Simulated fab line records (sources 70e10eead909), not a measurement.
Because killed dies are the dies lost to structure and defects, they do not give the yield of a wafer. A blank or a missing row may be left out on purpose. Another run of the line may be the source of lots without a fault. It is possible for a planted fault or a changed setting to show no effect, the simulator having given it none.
fab line records	flow nand_harc	part 1 of 2: steps 1 to 23 of 36
[record] lots = 5	wafers = 15	last_day = 32
route steps=1302 shown A_STAIRCASE@787
lots with no fault: from the same line, run without faults
start_h: hours from the record's first day to the start of the lot's first wafer shown	wait_h: hours since the lot's step before	" as in the row above	L1.1+2: a row that stands for several wafers	- value missing, or start not given	* or withheld: withheld	< > ~ a bound
route shown NAME@n: a module of which the file shows steps, and the number in the route of the first	usual: mean and standard deviation over wafers with no fault	same: alike in all rows	chamber/n: place in a boat	sites: per-site readings	_std_site: their standard deviation	_edge_site: inner sites' mean taken away from outer sites' mean	radius_mm: for every site, how far away it sits from the centre of the wafer	mask NAME#n: copy n	behind: the most recent tool/chamber to have shaped the wafer	hold: the reason the lot was held/the length of the hold in hours/how it ended	device: the transistor (n, p or np) that didn't switch	end of line: tests run on the same wafers once the route is complete	a step given without rows: its recipe and nothing more	killed: the dies lost at the first sort to structure and to defects; this is not the yield of the wafer	map: a wafer's dies, x killed, . not, _ none there
set.NAME: the setting as run; set.NAME@STEP: as run at that earlier step	model.NAME: the simulator's own value behind a step, which no gauge read
lots seen at some steps along the route; tables by step, rows by wafer
services: when a tool's chamber went out of use (start_h, in hours from the record's first day, below 0 if earlier), for how many hours, and the reason
[[steps]]
[step NHARC_A_STAIRCASE_STRIP_458]
[recipe] o2_flow_sccm = 400	cos_flow_sccm = 20	ar_flow_sccm = 0	bias_w = 0	chemistry = O2/COS
lot.wafer	tool	chamber	start_h	wait_h
L076.3+2+5	rie_diel-12	2,0,1	-	-
L080.1+3+5	rie_diel-12	2,3,3	-	-
L085.2+1+3	rie_diel-04	1,3,0	-	-
L092.2+1+6	rie_diel-12	0,2,3	-	-
L096.2+3+6	rie_diel-04	1,2,2	-	-
[step NHARC_A_STAIRCASE_ETCH_451]
[recipe] target_depth_a = 300	overetch_a = 30	time_s = 16.5	ion_energy_ev = 100	cf4_flow_sccm = 80	o2_flow_sccm = 20	ar_flow_sccm = 0	rf_w = 300	bias_w = 100	chemistry = CF4/O2
[usual] drypump_motor_current_A = 5.8/0.49	o2_flow_sccm = 20.00/0.062	oes_product_au = 1.002/0.01	rf_fwd_power_W = 294.1/1.3	rf_vpp_V = 198.4/1.3	showerhead_plenum_p_Torr = 1.37/0.057	throttle_valve_pct = 13.397/0.0097
lot.wafer	tool	chamber	start_h	wait_h	drypump_motor_current_A	o2_flow_sccm	oes_product_au	rf_fwd_power_W	rf_hours_counter_h	rf_vpp_V	showerhead_plenum_p_Torr	throttle_valve_pct
L076.3	rie_diel-04	0	397.79	-	5.3	20.06	1.023	295.9	11	197.3	1.31	13.403
L076.2	"	2	"	"	6.2	19.97	1.004	295.8	14	200.3	1.44	13.384
L076.5	"	1	"	"	6.0	20.01	0.982	294.9	-	199.4	1.44	13.402
L080.3	rie_diel-12	1	-	-	6.7	20.03	0.991	296.6	46	197.1	1.38	13.408
L080.1	"	2	"	"	5.3	19.96	1.016	294.3	46	196.3	1.27	13.395
L080.5	"	3	"	"	5.9	19.95	1.008	294.0	-	199.0	1.39	13.413
L085.1	rie_diel-04	0	-	-	5.3	19.93	1.009	295.2	40	196.3	1.30	13.388
L085.2	"	1	"	"	6.1	20.06	0.989	294.5	47	197.8	1.44	13.379
L085.3	"	2	"	"	6.3	20.11	1.002	294.1	47	199.6	1.43	13.382
L092.2	rie_diel-12	3	-	-	5.9	19.90	1.016	291.8	31	198.7	1.38	13.404
L092.1	"	0	"	"	5.8	19.99	1.013	293.7	34	200.8	1.44	13.402
L092.6	"	0	"	"	5.8	19.93	1.015	293.9	-	200.8	1.44	13.400
L096.3	rie_diel-04	3	-	-	6.1	20.07	1.004	292.6	14	198.6	1.40	13.378
L096.2	"	2	"	"	6.3	20.03	0.991	293.5	13	199.9	1.43	13.395
L096.6	"	0	"	"	5.3	20.05	1.013	296.6	-	196.5	1.30	13.389
[step NHARC_A_STAIRCASE_ETCH_273]
[recipe] target_depth_a = 1.02e+05	time_s = 2468.6	ion_energy_ev = 800	c4f8_flow_sccm = 80	o2_flow_sccm = 60	ar_flow_sccm = withheld	rf_w = 600	bias_w = 3000	chemistry = C4F8/O2/Ar
[usual] oes_product_au = 0.937/0.013	rf_fwd_power_W = 599.7/1.7	rf_vpp_V = 1833/11
lot.wafer	tool	chamber	start_h	wait_h	oes_product_au	rf_fwd_power_W	rf_hours_counter_h	rf_vpp_V
L076.3	rie_diel-12	0	398.10	-	0.927	601.8	40	1807
L076.2	"	1	"	"	0.925	599.5	37	1835
L076.5	"	0	"	"	0.928	601.8	-	1807
L080.3	rie_diel-12	0	-	-	0.929	599.7	48	1809
L080.1	"	1	"	"	0.923	600.2	46	1835
L080.5	"	3	"	"	0.949	600.3	-	1838
L085.1	rie_diel-04	2	-	-	0.936	604.1	48	1846
L085.2	"	0	"	"	0.971	599.9	40	1820
L085.3	"	1	"	"	0.928	594.9	47	1846
L092.2	rie_diel-12	1	-	-	0.942	597.8	37	1832
L092.1	"	0	"	"	0.945	602.0	34	1846
L092.6	"	2	"	"	0.954	600.3	-	1815
L096.3	rie_diel-04	1	-	-	0.935	598.7	13	1845
L096.2	"	2	"	"	0.941	599.3	13	1843
L096.6	"	0	"	"	0.951	599.3	-	1820
[step NHARC_A_STAIRCASE_STRIP_274]
[recipe] o2_flow_sccm = 500	ar_flow_sccm = 0	bias_w = 0	chemistry = O2
[usual] drypump_motor_current_A = 5.9/0.5	o2_flow_sccm = 500.1/1.5	oes_product_au = 1.001/0.01	rf_vpp_V = 58.0/0.91	showerhead_plenum_p_Torr = 3.60/0.15	throttle_valve_pct = 17.036/0.0093
lot.wafer	tool	chamber	start_h	wait_h	drypump_motor_current_A	o2_flow_sccm	oes_product_au	rf_hours_counter_h	rf_vpp_V	showerhead_plenum_p_Torr	throttle_valve_pct
L076.2	rie_diel-12	2	-	-	5.3	501.7	1.021	37	56.7	3.38	17.031
L076.3	"	1	"	"	6.7	500.2	0.984	38	57.2	3.64	17.051
L076.5	"	0	"	"	5.8	502.5	1.002	-	57.0	3.29	17.045
L080.1	rie_diel-12	0	-	-	5.8	498.2	1.001	49	57.2	3.29	17.039
L080.3	"	2	"	"	5.3	498.2	1.006	47	57.5	3.38	17.051
L080.5	"	3	"	"	5.9	499.4	1.006	-	59.2	3.66	17.047
L085.1	rie_diel-04	3	-	-	6.1	503.7	1.006	45	57.4	3.71	17.030
L085.3	"	0	"	"	5.3	497.0	1.033	41	58.3	3.44	17.029
L085.2	"	1	"	"	6.0	498.2	0.992	48	57.3	3.78	17.006
L092.2	rie_diel-12	0	-	-	5.8	500.7	1.009	34	57.2	3.79	17.034
L092.1	"	1	"	"	6.7	499.7	1.004	38	56.3	3.61	17.035
L092.6	"	0	"	"	5.8	501.4	1.002	-	57.7	3.79	17.039
L096.3	rie_diel-04	3	-	-	6.1	499.4	1.001	15	57.5	3.69	17.030
L096.2	"	1	"	"	6.1	500.0	0.995	14	59.1	3.77	17.032
L096.6	"	0	"	"	5.3	500.5	1.010	-	59.5	3.43	17.030
[step NHARC_A_STAIRCASE_STRIP_275]
[recipe] time_s = 900	temp_c = 130	chemistry = SPM
lot.wafer	tool	chamber	start_h	wait_h
L076.3+5+2	wet_bench-09	3,5,7	400.15	-
L080.1+3+5	wet_bench-09	3,4,6	430.20	-
L085.2+3+1	wet_bench-05	4,6,7	489.04	-
L092.2+1+6	wet_bench-09	3,5,7	546.24	-
L096.2+3+6	wet_bench-07	5,0,1	590.52	-
[step NHARC_A_STAIRCASE_PRECLEAN_276]
[recipe] time_s = *	temp_c = 50	bath_age_min = 0	chemistry = SC1
lot.wafer	tool	chamber	start_h	wait_h
L076.3+5+2	wet_bench-09	3,5,7	-	-
L080.1+3+5	wet_bench-09	3,4,6	-	-
L085.2+3+1	wet_bench-05	4,6,7	-	-
L092.2+1+6	wet_bench-09	3,5,7	-	-
L096.2+3+6	wet_bench-07	5,0,1	-	-
[step NHARC_A_STAIRCASE_SRD_277]
lot.wafer	tool	chamber	start_h	wait_h
L076.3+5+2	wet_bench-09	3,5,7	-	-
L080.1+3+5	wet_bench-09	3,4,6	-	-
L085.2+3+1	wet_bench-05	4,6,7	-	-
L092.2+1+6	wet_bench-09	3,5,7	-	-
L096.2+3+6	wet_bench-07	5,0,1	-	-
[step NHARC_A_STAIRCASE_HM_DEP_459]
[recipe] target_thk_a = 15000	temp_c = 400	material = aC
[usual] susceptor_temp_C = 399.96/0.2	throttle_valve_pct = 34.998/0.0088
lot.wafer	tool	chamber	start_h	wait_h	susceptor_temp_C	throttle_valve_pct
L076.2	acl_dep-01	0	402.07	1.5	399.79	35.005
L076.3	"	0	"	"	400.04	34.994
L076.5	"	0	"	"	400.16	34.989
L080.1	acl_dep-03	0	432.62	2.0	399.94	35.006
L080.3	"	0	"	"	399.69	34.987
L080.5	"	0	"	"	399.85	34.989
L085.1	acl_dep-02	0	489.57	0.1	-	34.995
L085.2	"	0	"	"	-	35.006
L085.3	"	0	"	"	-	34.991
L092.1	acl_dep-03	0	549.09	2.4	400.18	34.988
L092.2	"	0	"	"	400.12	34.988
L092.6	"	0	550.63	3.9	400.00	35.007
L096.2	acl_dep-03	0	593.35	2.4	399.95	34.989
L096.3	"	0	"	"	399.88	35.008
L096.6	"	0	"	"	400.04	35.006
[step NHARC_A_STAIRCASE_DEP_280]
[recipe] target_thk_a = 300	target_thk_nm = 30	temp_c = 400	pressure_torr = 3.5	flow_sccm = 200	rf_w = 350	material = SiON
[usual] heater_power_w = 812/100	rf_fwd_power_W = 348.5/0.96	susceptor_temp_C = 399.99/0.25
lot.wafer	tool	chamber	start_h	wait_h	heater_power_w	rf_fwd_power_W	susceptor_temp_C
L076.3	pecvd-01	1	403.66	1.0	986	348.5	400.09
L076.2	"	2	"	"	631	347.4	399.99
L076.5	"	2	"	"	624	348.5	399.90
L080.1	pecvd-02	0	434.49	1.6	891	349.7	400.41
L080.3	"	2	"	"	740	348.5	400.39
L080.5	"	2	"	"	717	349.3	400.18
L085.2	pecvd-02	1	491.42	1.2	693	349.9	399.84
L085.1	"	2	"	"	729	349.3	399.96
L085.3	"	0	"	"	915	348.4	399.95
L092.2	pecvd-02	2	550.96	1.3	810	348.1	399.86
L092.1	"	0	"	"	932	349.2	399.92
L092.6	"	2	"	"	829	349.0	399.99
L096.2	pecvd-03	1	594.90	1.2	696	349.7	400.28
L096.3	"	0	"	"	837	347.7	400.59
L096.6	"	1	"	"	734	350.6	400.20
[step NHARC_A_STAIRCASE_DEHYDRATE_281]
[recipe] temp_c = 150	time_s = 120
lot.wafer	tool	chamber	start_h	wait_h
L076.2+3+5	litho_track-03	0	403.90	0.2
L080.1+3+5	litho_track-02	0	434.76	0.2
L085.1+2+3	litho_track-02	0	491.69	0.2
L092.1+2+6	litho_track-03	0	551.24	0.2
L096.2+3+6	litho_track-05	0	595.26	0.3
[step NHARC_A_STAIRCASE_HMDS_282]
[recipe] time_s = 30
lot.wafer	tool	chamber	start_h	wait_h
L076.2+3+5	litho_track-03	0	-	-
L080.1+3+5	litho_track-02	0	-	-
L085.1+2+3	litho_track-02	0	-	-
L092.1+2+6	litho_track-03	0	-	-
L096.2+3+6	litho_track-05	0	-	-
[step NHARC_A_STAIRCASE_COAT_283]
[recipe] spin_rpm = 1200
lot.wafer	tool	chamber	start_h	wait_h
L076.2+3+5	litho_track-03	0	-	-
L080.1+3+5	litho_track-02	0	-	-
L085.1+2+3	litho_track-02	0	-	-
L092.1+2+6	litho_track-03	0	-	-
L096.2+3+6	litho_track-05	0	-	-
[step NHARC_A_STAIRCASE_SOFTBAKE_284]
[recipe] temp_c = 135	time_s = 170
lot.wafer	tool	chamber	start_h	wait_h
L076.2+3+5	litho_track-03	0	-	-
L080.1+3+5	litho_track-02	0	-	-
L085.1+2+3	litho_track-02	0	-	-
L092.1+2+6	litho_track-03	0	-	-
L096.2+3+6	litho_track-05	0	-	-
[step NHARC_A_STAIRCASE_EBR_285]
lot.wafer	tool	chamber	start_h	wait_h
L076.2+3+5	litho_track-03	0	-	-
L080.1+3+5	litho_track-02	0	-	-
L085.1+2+3	litho_track-02	0	-	-
L092.1+2+6	litho_track-03	0	-	-
L096.2+3+6	litho_track-05	0	-	-
[step NHARC_A_STAIRCASE_EXPOSE_286]
[recipe] na = 0.5	dose_mj = 25.01	mask_id = CHOP_100
lot.wafer	tool	chamber	start_h	wait_h	mask
L076.2+3+5	krf_scanner-01	0	404.24	-	CHOP_100#0
L080.1+3+5	krf_scanner-01	0	435.09	-	CHOP_100#0
L085.1+2+3	krf_scanner-03	0	492.02	-	CHOP_100#0
L092.1+2+6	krf_scanner-03	0	551.57	-	CHOP_100#0
L096.2+3+6	krf_scanner-03	0	595.47	-	CHOP_100#0
[step NHARC_A_STAIRCASE_PEB_287]
[recipe] peb_temp_c = 115	peb_time_s = 130
lot.wafer	tool	chamber	start_h	wait_h
L076.2+3+5	litho_track-03	0	404.30	0.1
L080.1+3+5	litho_track-05	0	435.16	0.1
L085.1+2+3	litho_track-05	0	492.09	0.1
L092.1+2+6	litho_track-02	0	551.64	0.1
L096.2+3+6	litho_track-02	0	595.53	0.1
[step NHARC_A_STAIRCASE_DEVELOP_288]
[recipe] time_s = 140
lot.wafer	tool	chamber	start_h	wait_h
L076.2+3+5	litho_track-03	0	-	-
L080.1+3+5	litho_track-05	0	-	-
L085.1+2+3	litho_track-05	0	-	-
L092.1+2+6	litho_track-02	0	-	-
L096.2+3+6	litho_track-02	0	-	-
[step NHARC_A_STAIRCASE_HARDBAKE_290]
[recipe] temp_c = 120	time_s = 140
lot.wafer	tool	chamber	start_h	wait_h
L076.2+3+5	litho_track-03	0	404.52	-
L080.1+3+5	litho_track-05	0	435.38	-
L085.1+2+3	litho_track-03	0	492.31	-
L092.1+2+6	litho_track-05	0	551.85	-
L096.2+3+6	litho_track-03	0	595.75	-
[step NHARC_A_STAIRCASE_DESCUM_291]
[recipe] time_s = 3	o2_flow_sccm = 200	ar_flow_sccm = 0	bias_power_w = 0	chemistry = O2
[usual] drypump_motor_current_A = 5.8/0.52	o2_flow_sccm = 200.1/0.59	oes_product_au = 1.001/0.011	rf_vpp_V = 57.9/0.94	showerhead_plenum_p_Torr = 1.96/0.075	throttle_valve_pct = 11.311/0.0093
lot.wafer	tool	chamber	start_h	wait_h	drypump_motor_current_A	o2_flow_sccm	oes_product_au	rf_hours_counter_h	rf_vpp_V	showerhead_plenum_p_Torr	throttle_valve_pct
L076.2	rie_diel-12	2	404.63	-	5.3	199.6	1.013	38	58.6	1.83	11.320
L076.3	"	3	"	"	5.9	201.6	1.016	37	58.6	1.99	11.315
L076.5	"	1	"	"	6.7	201.1	0.991	-	58.7	1.98	11.325
L080.1	rie_diel-02	3	435.48	-	5.6	200.1	1.025	10	57.8	1.97	11.306
L080.3	"	1	"	"	5.1	199.2	1.005	9	58.1	1.91	11.304
L080.5	"	3	"	"	5.6	200.0	1.016	-	58.3	1.97	11.316
L085.3	rie_diel-12	0	492.41	-	5.8	200.6	0.998	10	58.9	2.07	11.297
L085.1	"	1	"	"	6.7	200.6	0.996	11	57.9	1.97	11.297
L085.2	"	2	"	"	5.3	199.9	1.006	10	56.7	1.82	11.294
L092.1	rie_diel-04	0	551.95	-	5.3	198.4	1.011	2	59.7	1.86	11.309
L092.2	"	2	"	"	6.3	200.3	0.978	2	58.1	2.06	11.323
L092.6	"	0	"	"	5.3	198.7	1.009	-	55.5	1.86	11.312
L096.3	rie_diel-12	0	595.87	-	5.8	199.9	1.017	50	58.6	2.06	11.331
L096.2	"	2	"	"	5.3	200.6	1.025	39	56.8	1.81	11.303
L096.6	"	0	"	"	5.8	200.3	1.007	-	58.2	2.06	11.313
[step NHARC_A_STAIRCASE_ETCH_292]
[recipe] cf4_flow_sccm = 100	chf3_flow_sccm = 30	ar_flow_sccm = 0	rf_w = 500	bias_w = 200	chemistry = CF4/CHF3
[usual] chf3_flow_sccm = 29.99/0.095	drypump_motor_current_A = 5.8/0.52	oes_product_au = 0.941/0.024	rf_fwd_power_W = 496.9/1.7	rf_vpp_V = 371.7/2	showerhead_plenum_p_Torr = 1.61/0.058	throttle_valve_pct = 16.801/0.0089
lot.wafer	tool	chamber	start_h	wait_h	chf3_flow_sccm	drypump_motor_current_A	oes_product_au	rf_fwd_power_W	rf_hours_counter_h	rf_vpp_V	showerhead_plenum_p_Torr	throttle_valve_pct
L076.2	rie_diel-12	2	404.70	0.1	29.94	5.3	0.928	497.5	38	368.3	1.51	16.799
L076.3	"	0	"	"	30.10	5.8	0.920	496.1	42	367.0	1.47	16.816
L076.5	"	3	"	"	29.92	5.9	0.933	495.5	-	371.3	1.64	16.791
L080.1	rie_diel-02	1	435.55	0.1	30.04	5.1	0.922	494.3	9	370.1	1.57	16.817
L080.3	"	2	"	"	29.85	5.5	0.931	498.6	8	369.8	1.58	16.794
L080.5	"	1	"	"	30.06	5.0	0.922	496.3	-	370.0	1.57	16.805
L085.2	rie_diel-12	2	492.49	0.1	29.97	5.3	0.985	499.4	10	366.9	1.50	16.809
L085.1	"	3	"	"	29.92	5.9	0.961	494.2	8	370.9	1.63	16.808
L085.3	"	0	"	"	30.07	5.8	0.958	495.2	10	374.1	1.70	16.808
L092.2	rie_diel-04	3	552.04	0.1	29.93	6.1	0.988	496.2	2	372.0	1.65	16.794
L092.1	"	1	"	"	29.93	6.0	0.960	494.6	2	373.5	1.68	16.794
L092.6	"	2	"	"	30.04	6.3	0.964	498.5	-	373.8	1.68	16.804
L096.2	rie_diel-12	2	595.95	0.1	30.08	5.3	0.972	496.2	39	367.1	1.49	16.804
L096.3	"	0	"	"	30.04	5.8	0.960	495.9	50	374.8	1.69	16.794
L096.6	"	3	"	"	30.05	5.9	0.954	494.7	-	370.8	1.62	16.807
[step NHARC_A_STAIRCASE_HM_OPEN_460]
[recipe] o2_flow_sccm = 400	cos_flow_sccm = 20	ar_flow_sccm = 0	rf_w = 500	bias_w = 300	chemistry = O2/COS
[usual] drypump_motor_current_A = 5.8/0.53	o2_flow_sccm = 400.1/1.2	oes_product_au = 1.001/0.011	rf_fwd_power_W = 499.1/1.6	rf_vpp_V = 468.6/2.6	showerhead_plenum_p_Torr = 3.19/0.12	throttle_valve_pct = 28.330/0.0089
lot.wafer	tool	chamber	start_h	wait_h	drypump_motor_current_A	o2_flow_sccm	oes_product_au	rf_fwd_power_W	rf_hours_counter_h	rf_vpp_V	showerhead_plenum_p_Torr	throttle_valve_pct
L076.3	rie_diel-12	0	-	-	5.8	399.4	0.993	501.8	42	462.0	2.91	28.347
L076.2	"	3	"	"	5.9	401.9	1.014	498.6	37	470.3	3.25	28.340
L076.5	"	0	"	"	5.8	399.4	0.993	500.5	-	463.3	2.91	28.338
L080.3	rie_diel-02	3	-	-	5.6	398.3	1.005	498.7	10	470.1	3.21	28.325
L080.1	"	0	"	"	6.7	400.6	0.984	498.5	10	469.2	3.21	28.335
L080.5	"	3	"	"	5.6	400.0	1.011	499.8	-	468.1	3.21	28.311
L085.3	rie_diel-12	3	-	-	5.9	400.1	1.006	496.6	8	470.6	3.24	28.332
L085.2	"	0	"	"	5.8	398.4	1.011	501.4	10	471.3	3.37	28.316
L085.1	"	2	"	"	5.3	400.8	1.017	499.9	10	463.5	2.98	28.325
L092.1	rie_diel-04	2	-	-	6.3	398.1	0.985	501.3	2	471.9	3.34	28.334
L092.2	"	3	"	"	6.1	399.8	0.998	500.5	2	469.6	3.28	28.321
L092.6	"	0	"	"	5.3	398.9	1.008	501.3	-	464.5	3.04	28.336
L096.3	rie_diel-12	1	-	-	6.7	398.6	0.995	499.4	55	467.6	3.19	28.347
L096.2	"	3	"	"	5.9	403.1	1.020	500.6	45	468.8	3.22	28.342
L096.6	"	2	"	"	5.3	399.7	1.028	499.1	-	462.8	2.96	28.317
[step NHARC_A_STAIRCASE_STRIP_461]
[recipe] o2_flow_sccm = 400	cos_flow_sccm = 20	ar_flow_sccm = 0	bias_w = 0	chemistry = O2/COS
lot.wafer	tool	chamber	start_h	wait_h
L076.3+2+5	rie_diel-12	0,1,3	-	-
L080.3+1+5	rie_diel-02	3,2,3	-	-
L085.1+2+3	rie_diel-12	3,0,1	-	-
L092.2+1+6	rie_diel-04	0,1,0	-	-
L096.2+3+6	rie_diel-12	1,2,0	-	-
[step NHARC_A_STAIRCASE_ETCH_452]
[recipe] target_depth_a = 300	overetch_a = 30	time_s = 16.5	ion_energy_ev = 100	cf4_flow_sccm = 80	o2_flow_sccm = 20	ar_flow_sccm = 0	rf_w = 300	bias_w = 100	chemistry = CF4/O2
[usual] drypump_motor_current_A = 5.9/0.53	o2_flow_sccm = 20.00/0.061	oes_product_au = 1.002/0.012	rf_fwd_power_W = 294.0/1.5	rf_vpp_V = 198.4/1.4	showerhead_plenum_p_Torr = 1.37/0.053	throttle_valve_pct = 13.396/0.0095
lot.wafer	tool	chamber	start_h	wait_h	drypump_motor_current_A	o2_flow_sccm	oes_product_au	rf_fwd_power_W	rf_hours_counter_h	rf_vpp_V	showerhead_plenum_p_Torr	throttle_valve_pct
L076.3	rie_diel-12	2	-	-	5.3	20.09	1.011	294.6	38	196.8	1.28	13.407
L076.2	"	0	"	"	5.8	20.04	0.997	291.9	42	193.9	1.24	13.394
L076.5	"	2	"	"	5.3	19.99	1.007	293.5	-	196.1	1.28	13.394
L080.3	rie_diel-02	1	-	-	5.1	19.98	0.998	293.9	9	196.2	1.33	13.399
L080.1	"	2	"	"	5.5	20.02	0.998	297.3	8	197.3	1.34	13.396
L080.5	"	0	"	"	6.7	20.04	0.996	292.0	-	198.3	1.38	13.390
L085.3	rie_diel-12	2	-	-	5.3	19.95	1.016	295.1	10	197.0	1.27	13.387
L085.1	"	3	"	"	5.9	19.92	1.002	292.2	9	199.2	1.39	13.404
L085.2	"	1	"	"	6.7	19.95	0.997	294.9	11	197.9	1.37	13.390
L092.2	rie_diel-04	1	-	-	6.0	20.00	0.985	294.7	2	199.3	1.43	13.379
L092.1	"	3	"	"	6.1	20.02	0.987	291.9	2	199.7	1.40	13.388
L092.6	"	1	"	"	6.0	20.01	0.988	294.0	-	201.4	1.43	13.398
L096.2	rie_diel-12	2	-	-	5.3	20.03	1.027	295.5	40	197.0	1.26	13.396
L096.3	"	0	"	"	5.8	19.97	1.012	291.8	51	198.6	1.43	13.406
L096.6	"	1	"	"	6.7	20.09	0.998	295.8	-	198.0	1.36	13.392
